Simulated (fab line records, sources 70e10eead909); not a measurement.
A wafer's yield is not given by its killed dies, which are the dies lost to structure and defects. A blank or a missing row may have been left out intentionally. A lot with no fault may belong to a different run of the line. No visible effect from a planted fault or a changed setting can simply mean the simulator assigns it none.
fab line records :: flow nandHarc :: part 2 of 2: steps 41 to 41 of 41
[record]
  lots = 6
  wafers = 18
  lastDay = 33
route steps=1302 shown P_M1@296 P_M2@318 END@1302
lots that met no fault: from a run of the same line without faults
startH: hours from the record's opening day to when the first of the lot's shown wafers began :: waitH: how many hours have passed since the lot's step before this one :: " repeats the value in the row above :: L1.1+2: a single row standing in for several wafers :: - no value present, or no start provided :: * or withheld: withheld :: < > ~ a bound
route shown NAME@n: names a module that has steps shown in the file, with the first one's number in the route :: usual: average and standard deviation across the fault-free wafers :: same: alike in all rows :: chamber/n: place in a boat :: sites: the reading at each site :: _std_site: how widely they spread, as a standard deviation :: _edge_site: the outer-site mean with the inner-site mean subtracted :: radiusMm: for every site, how far away it sits from the centre of the wafer :: mask NAME#n: copy n :: behind: the last tool/chamber to shape the wafer :: hold: cause of the lot's hold/its duration in hours/its outcome :: device: which transistor (n, p or np) failed to switch :: end of line: the route-end tests of the same wafers :: step lacking rows: just its recipe :: killed: count of dies lost to structure and defects at first sort (not the wafer's yield) :: map: a wafer's dies, marking killed ones x, the rest . and places with no die _
set.NAME: the setting the step ran with; set.NAME@STEP: the setting that earlier step ran with :: model.NAME: the simulator's own value behind a step, which no gauge read
a table for each step, a row for each wafer; lots at some steps of the route
services: from which hour (startH, from the record's first day; less than 0 if before it) a tool's chamber was out of use, for how many hours, and why
[[steps]]
[step NHARC_END_SORT_01]
[recipe]
  tempC = 25
[usual]
  defectLimitedYield = 89.8/2.4
  killedAtArray = 64/16
  killedAtOther = 1.0/1.1
  killedAtPeriphery = 3.5/2.3
  killedDies = 69/17
  killedOpen = 3.2/1.6
  killedShort = 2.4/1.6
[same]
  grossDies = 677
lot.wafer: L796.1
tool: prober-01
chamber: 0
startH: 558.42
waitH: 2.5
defectLimitedYield[%]: 87.0
killedAtArray: 80
killedAtOther: 3
killedAtPeriphery: 5
killedDies: 88
killedOpen: 3
killedShort: 3

lot.wafer: L796.4
tool: prober-01
chamber: 0
startH: 560.84
waitH: 3.4
defectLimitedYield[%]: 87.9
killedAtArray: 76
killedAtOther: 1
killedAtPeriphery: 5
killedDies: 82
killedOpen: 3
killedShort: 4

lot.wafer: L796.6
tool: prober-01
chamber: 0
startH: 562.45
waitH: 4.0
defectLimitedYield[%]: 88.5
killedAtArray: 71
killedAtOther: 1
killedAtPeriphery: 6
killedDies: 78
killedOpen: 7
killedShort: 1

lot.wafer: L799.1
tool: prober-02
chamber: 0
startH: 583.54
waitH: 2.5
defectLimitedYield[%]: 88.6
killedAtArray: 75
killedAtOther: 0
killedAtPeriphery: 2
killedDies: 77
killedOpen: 3
killedShort: 3

lot.wafer: L799.3
tool: prober-02
chamber: 0
startH: 585.14
waitH: 3.1
defectLimitedYield[%]: 90.4
killedAtArray: 62
killedAtOther: 0
killedAtPeriphery: 3
killedDies: 65
killedOpen: 4
killedShort: 4

lot.wafer: L799.4
tool: prober-02
chamber: 0
startH: 585.95
waitH: 3.4
defectLimitedYield[%]: 91.9
killedAtArray: 53
killedAtOther: 0
killedAtPeriphery: 2
killedDies: 55
killedOpen: 3
killedShort: 3

lot.wafer: L808.2
tool: prober-01
chamber: 0
startH: 699.99
waitH: 2.8
defectLimitedYield[%]: 0
killedAtArray: 50
killedAtOther: 0
killedAtPeriphery: 627
killedDies: 677
killedOpen: 3
killedShort: 3

lot.wafer: L808.3
tool: prober-01
chamber: 0
startH: 700.80
waitH: 3.1
defectLimitedYield[%]: 90.8
killedAtArray: 59
killedAtOther: 0
killedAtPeriphery: 3
killedDies: 62
killedOpen: 3
killedShort: 6

lot.wafer: L808.4
tool: prober-01
chamber: 0
startH: 701.60
waitH: 3.4
defectLimitedYield[%]: 92.0
killedAtArray: 50
killedAtOther: 2
killedAtPeriphery: 2
killedDies: 54
killedOpen: 3
killedShort: 4

lot.wafer: L811.1
tool: prober-01
chamber: 0
startH: 724.33
waitH: 2.5
defectLimitedYield[%]: 0
killedAtArray: 55
killedAtOther: 1
killedAtPeriphery: 621
killedDies: 677
killedOpen: 4
killedShort: 5

lot.wafer: L811.2
tool: prober-01
chamber: 0
startH: 725.14
waitH: 2.8
defectLimitedYield[%]: 92.2
killedAtArray: 47
killedAtOther: 0
killedAtPeriphery: 6
killedDies: 53
killedOpen: 3
killedShort: 3

lot.wafer: L811.5
tool: prober-01
chamber: 0
startH: 727.57
waitH: 3.7
defectLimitedYield[%]: 91.6
killedAtArray: 53
killedAtOther: 1
killedAtPeriphery: 3
killedDies: 57
killedOpen: 2
killedShort: 0

lot.wafer: L816.4
tool: prober-02
chamber: 0
startH: 754.22
waitH: 3.4
defectLimitedYield[%]: 86.4
killedAtArray: 89
killedAtOther: 0
killedAtPeriphery: 3
killedDies: 92
killedOpen: 4
killedShort: 1

lot.wafer: L816.5
tool: prober-02
chamber: 0
startH: 755.02
waitH: 3.7
defectLimitedYield[%]: 87.9
killedAtArray: 75
killedAtOther: 3
killedAtPeriphery: 4
killedDies: 82
killedOpen: 1
killedShort: 6

lot.wafer: L816.6
tool: prober-02
chamber: 0
startH: 755.81
waitH: 4.0
defectLimitedYield[%]: 86.4
killedAtArray: 87
killedAtOther: 1
killedAtPeriphery: 4
killedDies: 92
killedOpen: 7
killedShort: 0

lot.wafer: L819.1
tool: prober-02
chamber: 0
startH: 794.81
waitH: 2.5
defectLimitedYield[%]: 90.4
killedAtArray: 60
killedAtOther: 0
killedAtPeriphery: 5
killedDies: 65
killedOpen: 8
killedShort: 1

lot.wafer: L819.4
tool: prober-02
chamber: 0
startH: 797.16
waitH: 3.3
defectLimitedYield[%]: 88.9
killedAtArray: 70
killedAtOther: 0
killedAtPeriphery: 5
killedDies: 75
killedOpen: 4
killedShort: 6

lot.wafer: L819.6
tool: prober-02
chamber: 0
startH: 798.73
waitH: 3.9
defectLimitedYield[%]: 91.3
killedAtArray: 55
killedAtOther: 0
killedAtPeriphery: 4
killedDies: 59
killedOpen: 5
killedShort: 1
// killed by level:class
L796.1 A_CHANNEL_HOLE_D2:chamberFilmFlake=34 A_SLIT:chamberFilmFlake=22 A_CONTACT:chamberFilmFlake=10 P_STI:chamberFilmFlake=4 A_STAIRCASE:chamberFilmFlake=3 THIN_TSV:chamberFilmFlake=3 A_CHANNEL_FILL_D1:chamberFilmFlake=2 A_CHANNEL_FILL_D1:geometricParticle:short=1
L796.4 A_CHANNEL_HOLE_D2:chamberFilmFlake=36 A_SLIT:chamberFilmFlake=17 A_CONTACT:chamberFilmFlake=8 A_STAIRCASE:chamberFilmFlake=4 A_DECK1_JOINT:geometricParticle:open=2 P_STI:chamberFilmFlake=2 A_CHANNEL_FILL_D1:chamberFilmFlake=2 A_CHANNEL_FILL_D2:chamberFilmFlake=2
L796.6 A_CHANNEL_HOLE_D2:chamberFilmFlake=33 A_SLIT:chamberFilmFlake=17 A_STAIRCASE:chamberFilmFlake=5 A_CONTACT:chamberFilmFlake=5 P_STI:chamberFilmFlake=3 A_ONON_D2:geometricParticle:open=2 A_M0:geometricParticle:open=2 A_CHANNEL_HOLE_D1:chamberFilmFlake=2
L799.1 A_CHANNEL_HOLE_D1:chamberFilmFlake=44 A_CHANNEL_HOLE_D2:chamberFilmFlake=14 A_STAIRCASE:chamberFilmFlake=4 A_WL_FILL:geometricParticle:open=2 A_CHANNEL_FILL_D2:chamberFilmFlake=2 A_CONTACT:chamberFilmFlake=2 A_M1:chamberFilmFlake=2 A_DECK1_JOINT:geometricParticle:short=1
L799.3 A_CHANNEL_HOLE_D1:chamberFilmFlake=38 A_CHANNEL_HOLE_D2:chamberFilmFlake=8 A_CHANNEL_FILL_D2:chamberFilmFlake=3 A_DECK1_JOINT:chamberFilmFlake=2 A_STAIRCASE:chamberFilmFlake=2 P_CONTACT:geometricParticle:open=1 P_M0:geometricParticle:open=1 A_ONON_D1:geometricParticle:short=1
L799.4 A_CHANNEL_HOLE_D1:chamberFilmFlake=35 A_CHANNEL_HOLE_D2:chamberFilmFlake=5 A_CHANNEL_FILL_D2:chamberFilmFlake=2 A_CONTACT:chamberFilmFlake=2 P_CONTACT:geometricParticle:open=1 A_ONON_D1:geometricParticle:open=1 A_CHANNEL_FILL_D1:geometricParticle:short=1 A_DECK1_JOINT:geometricParticle:open=1
L808.2 P_M1:areaPvd=625 A_CHANNEL_HOLE_D2:chamberFilmFlake=24 A_CHANNEL_HOLE_D1:chamberFilmFlake=9 A_CONTACT:chamberFilmFlake=5 A_CHANNEL_FILL_D1:chamberFilmFlake=2 A_DECK1_JOINT:chamberFilmFlake=2 A_SLIT:chamberFilmFlake=2 P_M0:geometricParticle:open=1
L808.3 A_CHANNEL_HOLE_D2:chamberFilmFlake=25 A_CHANNEL_HOLE_D1:chamberFilmFlake=12 A_CONTACT:chamberFilmFlake=10 A_DECK1_JOINT:geometricParticle:short=3 A_STAIRCASE:chamberFilmFlake=2 P_GATE:geometricParticle:short=1 P_M0:geometricParticle:open=1 A_ONON_D1:geometricParticle:open=1
L808.4 A_CHANNEL_HOLE_D2:chamberFilmFlake=27 A_CONTACT:chamberFilmFlake=6 A_CHANNEL_HOLE_D1:chamberFilmFlake=5 A_WL_FILL:geometricParticle:short=2 A_DECK1_JOINT:chamberFilmFlake=2 A_SLIT:chamberFilmFlake=2 A_M0:chamberFilmFlake=2 THIN_TSV:chamberFilmFlake=2
L811.1 P_M1:areaPvd=617 A_CHANNEL_HOLE_D2:chamberFilmFlake=23 A_CHANNEL_HOLE_D1:chamberFilmFlake=12 A_CONTACT:chamberFilmFlake=4 A_CHANNEL_HOLE_D2:geometricParticle:open=2 P_GATE:chamberFilmFlake=2 A_STAIRCASE:chamberFilmFlake=2 A_SLIT:chamberFilmFlake=2
L811.2 A_CHANNEL_HOLE_D2:chamberFilmFlake=16 A_CHANNEL_HOLE_D1:chamberFilmFlake=10 A_CONTACT:chamberFilmFlake=7 A_SLIT:chamberFilmFlake=4 P_GATE:chamberFilmFlake=3 A_CHANNEL_FILL_D2:chamberFilmFlake=2 A_CHANNEL_FILL_D1:chamberFilmFlake=2 P_M0:geometricParticle:short=1
L811.5 A_CHANNEL_HOLE_D2:chamberFilmFlake=26 A_CHANNEL_HOLE_D1:chamberFilmFlake=13 A_STAIRCASE:chamberFilmFlake=2 A_SLIT:chamberFilmFlake=2 A_CONTACT:chamberFilmFlake=2 A_BLC:chamberFilmFlake=2 A_BONDPAD:chamberFilmFlake=2 A_CHANNEL_HOLE_D2:geometricParticle:open=1
L816.4 A_SLIT:chamberFilmFlake=38 A_CHANNEL_HOLE_D1:chamberFilmFlake=32 A_ZERO_WELL:chamberFilmFlake=4 A_CHANNEL_FILL_D1:chamberFilmFlake=4 A_STAIRCASE:chamberFilmFlake=3 A_ONON_D1:geometricParticle:open=2 A_M1:chamberFilmFlake=2 P_M0:geometricParticle:open=1
L816.5 A_CHANNEL_HOLE_D1:chamberFilmFlake=34 A_SLIT:chamberFilmFlake=31 A_ZERO_WELL:chamberFilmFlake=5 P_GATE:geometricParticle:short=2 A_ONON_D2:geometricParticle:short=2 STARTING-WAFER:geometricParticle:short=2 P_CONTACT:geometricParticle:open=1 P_GATE:chamberFilmFlake=1
L816.6 A_SLIT:chamberFilmFlake=40 A_CHANNEL_HOLE_D1:chamberFilmFlake=35 A_STAIRCASE:chamberFilmFlake=3 P_GATE:geometricParticle:open=2 P_CONTACT:geometricParticle:open=1 A_DECK1_JOINT:geometricParticle:open=1 A_CHANNEL_FILL_D2:geometricParticle:open=1 A_SGD_CUT:geometricParticle:open=1
L819.1 A_CHANNEL_HOLE_D2:chamberFilmFlake=32 A_SLIT:chamberFilmFlake=15 A_STAIRCASE:chamberFilmFlake=4 A_CONTACT:chamberFilmFlake=3 P_M0:geometricParticle:open=2 A_CHANNEL_FILL_D2:geometricParticle:open=2 P_CONTACT:chamberFilmFlake=2 P_CONTACT:geometricParticle:open=1
L819.4 A_CHANNEL_HOLE_D2:chamberFilmFlake=39 A_CHANNEL_HOLE_D1:chamberFilmFlake=6 A_SLIT:chamberFilmFlake=6 A_STAIRCASE:chamberFilmFlake=4 A_CONTACT:chamberFilmFlake=3 A_WL_FILL:geometricParticle:short=2 P_ZERO_WELL:chamberFilmFlake=2 P_CONTACT:chamberFilmFlake=2
L819.6 A_CHANNEL_HOLE_D2:chamberFilmFlake=30 A_SLIT:chamberFilmFlake=8 A_STAIRCASE:chamberFilmFlake=5 A_CHANNEL_HOLE_D1:chamberFilmFlake=3 A_M1:geometricParticle:open=2 A_CONTACT:chamberFilmFlake=2 A_ONON_D1:geometricParticle:open=1 A_CHANNEL_FILL_D1:geometricParticle:short=1
// map L808.2 (x killed, . not)
____________x____________
_________xxxxxxx_________
_______xxxxxxxxxxx_______
______xxxxxxxxxxxxx______
_____xxxxxxxxxxxxxxx_____
____xxxxxxxxxxxxxxxxx____
____xxxxxxxxxxxxxxxxx____
___xxxxxxxxxxxxxxxxxxx___
___xxxxxxxxxxxxxxxxxxx___
__xxxxxxxxxxxxxxxxxxxxx__
__xxxxxxxxxxxxxxxxxxxxx__
_xxxxxxxxxxxxxxxxxxxxxxx_
_xxxxxxxxxxxxxxxxxxxxxxx_
_xxxxxxxxxxxxxxxxxxxxxxx_
_xxxxxxxxxxxxxxxxxxxxxxx_
_xxxxxxxxxxxxxxxxxxxxxxx_
xxxxxxxxxxxxxxxxxxxxxxxxx
xxxxxxxxxxxxxxxxxxxxxxxxx
xxxxxxxxxxxxxxxxxxxxxxxxx
xxxxxxxxxxxxxxxxxxxxxxxxx
xxxxxxxxxxxxxxxxxxxxxxxxx
_xxxxxxxxxxxxxxxxxxxxxxx_
_xxxxxxxxxxxxxxxxxxxxxxx_
_xxxxxxxxxxxxxxxxxxxxxxx_
_xxxxxxxxxxxxxxxxxxxxxxx_
_xxxxxxxxxxxxxxxxxxxxxxx_
__xxxxxxxxxxxxxxxxxxxxx__
__xxxxxxxxxxxxxxxxxxxxx__
___xxxxxxxxxxxxxxxxxxx___
___xxxxxxxxxxxxxxxxxxx___
____xxxxxxxxxxxxxxxxx____
____xxxxxxxxxxxxxxxxx____
_____xxxxxxxxxxxxxxx_____
______xxxxxxxxxxxxx______
_______xxxxxxxxxxx_______
_________xxxxxxx_________
____________x____________
// map L811.1 (x killed, . not)
____________x____________
_________xxxxxxx_________
_______xxxxxxxxxxx_______
______xxxxxxxxxxxxx______
_____xxxxxxxxxxxxxxx_____
____xxxxxxxxxxxxxxxxx____
____xxxxxxxxxxxxxxxxx____
___xxxxxxxxxxxxxxxxxxx___
___xxxxxxxxxxxxxxxxxxx___
__xxxxxxxxxxxxxxxxxxxxx__
__xxxxxxxxxxxxxxxxxxxxx__
_xxxxxxxxxxxxxxxxxxxxxxx_
_xxxxxxxxxxxxxxxxxxxxxxx_
_xxxxxxxxxxxxxxxxxxxxxxx_
_xxxxxxxxxxxxxxxxxxxxxxx_
_xxxxxxxxxxxxxxxxxxxxxxx_
xxxxxxxxxxxxxxxxxxxxxxxxx
xxxxxxxxxxxxxxxxxxxxxxxxx
xxxxxxxxxxxxxxxxxxxxxxxxx
xxxxxxxxxxxxxxxxxxxxxxxxx
xxxxxxxxxxxxxxxxxxxxxxxxx
_xxxxxxxxxxxxxxxxxxxxxxx_
_xxxxxxxxxxxxxxxxxxxxxxx_
_xxxxxxxxxxxxxxxxxxxxxxx_
_xxxxxxxxxxxxxxxxxxxxxxx_
_xxxxxxxxxxxxxxxxxxxxxxx_
__xxxxxxxxxxxxxxxxxxxxx__
__xxxxxxxxxxxxxxxxxxxxx__
___xxxxxxxxxxxxxxxxxxx___
___xxxxxxxxxxxxxxxxxxx___
____xxxxxxxxxxxxxxxxx____
____xxxxxxxxxxxxxxxxx____
_____xxxxxxxxxxxxxxx_____
______xxxxxxxxxxxxx______
_______xxxxxxxxxxx_______
_________xxxxxxx_________
____________x____________
[[services]]
tool: cmp-02
chamber: -
startH: 134.57
hours: 4.0
kind: pm

tool: pecvd-02
chamber: -
startH: 135.45
hours: 1.2
kind: repair

tool: pvdSputter-03
chamber: -
startH: 137.86
hours: 2.8
kind: repair

tool: cmp-02
chamber: -
startH: 145.19
hours: 2.3
kind: repair

tool: pvdSputter-03
chamber: -
startH: 170.04
hours: 10.0
kind: pm

tool: pvdSputter-03
chamber: -
startH: 181.29
hours: 1.3
kind: repair

tool: rieDiel-08
chamber: 0
startH: 187.36
hours: 3.4
kind: repair

tool: rieDiel-08
chamber: -
startH: 190.80
hours: 9.0
kind: pm

tool: rieDiel-02
chamber: 0
startH: 192.96
hours: 6.3
kind: repair

tool: rieDiel-08
chamber: 3
startH: 208.10
hours: 12.4
kind: repair

tool: cmp-02
chamber: -
startH: 212.43
hours: 1.5
kind: repair

tool: rieDiel-02
chamber: -
startH: 216.70
hours: 9.0
kind: pm

tool: rieDiel-08
chamber: 1
startH: 221.72
hours: 33.3
kind: repair

tool: pecvd-02
chamber: -
startH: 227.11
hours: 13.0
kind: pm

tool: rieDiel-08
chamber: 2
startH: 230.55
hours: 5.3
kind: repair

tool: cmp-02
chamber: -
startH: 232.71
hours: 4.0
kind: pm

tool: pvdSputter-02
chamber: -
startH: 239.40
hours: 1.9
kind: repair

tool: pvdSputter-02
chamber: -
startH: 243.30
hours: 18.0
kind: repair

tool: rieDiel-02
chamber: 2
startH: 277.98
hours: 14.9
kind: repair

tool: pvdSputter-02
chamber: -
startH: 282.00
hours: 10.0
kind: pm

tool: pvdSputter-03
chamber: -
startH: 348.04
hours: 10.0
kind: pm

tool: rieDiel-08
chamber: 1
startH: 355.00
hours: 11.2
kind: repair

tool: rieDiel-08
chamber: -
startH: 362.72
hours: 2.1
kind: repair

tool: rieDiel-08
chamber: -
startH: 367.80
hours: 9.0
kind: pm
[[key]]
[firstSign]
  step = NHARC_END_SORT_01
  reading = killedAtPeriphery
  direction = up
  sigmas = 99+
  usual = 3.5
  struck = 624
[effect]
  step = NHARC_END_SORT_01
  reading = defectLimitedYield
  direction = down
  sigmas = 37
  usual = 89.8
  struck = 0
[moreKillsBornAt]
  NHARC_P_M1_PVD_21@pvdSputter-03 = 1242
metAt NHARC_P_M1_PVD_21
struckWafers L808.2,L811.1
laterRowsLeftOut L808.2,L811.1
onsetBetween 155.02 257.40
[fault]
  kind = processParameterDrift
  tool = pvdSputter-03
  chamber = -
  onsetH = 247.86
  steps = NHARC_P_M1_PVD_21
  channel = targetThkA
  offset = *
  shape = step
  endH = 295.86
  actsIn = *
  stated = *
  scope = struckWafersOnly
// laterRowsLeftOut: the simulator's readings of these wafers behind a module that went badly wrong aren't trusted and aren't shown, but for the sort
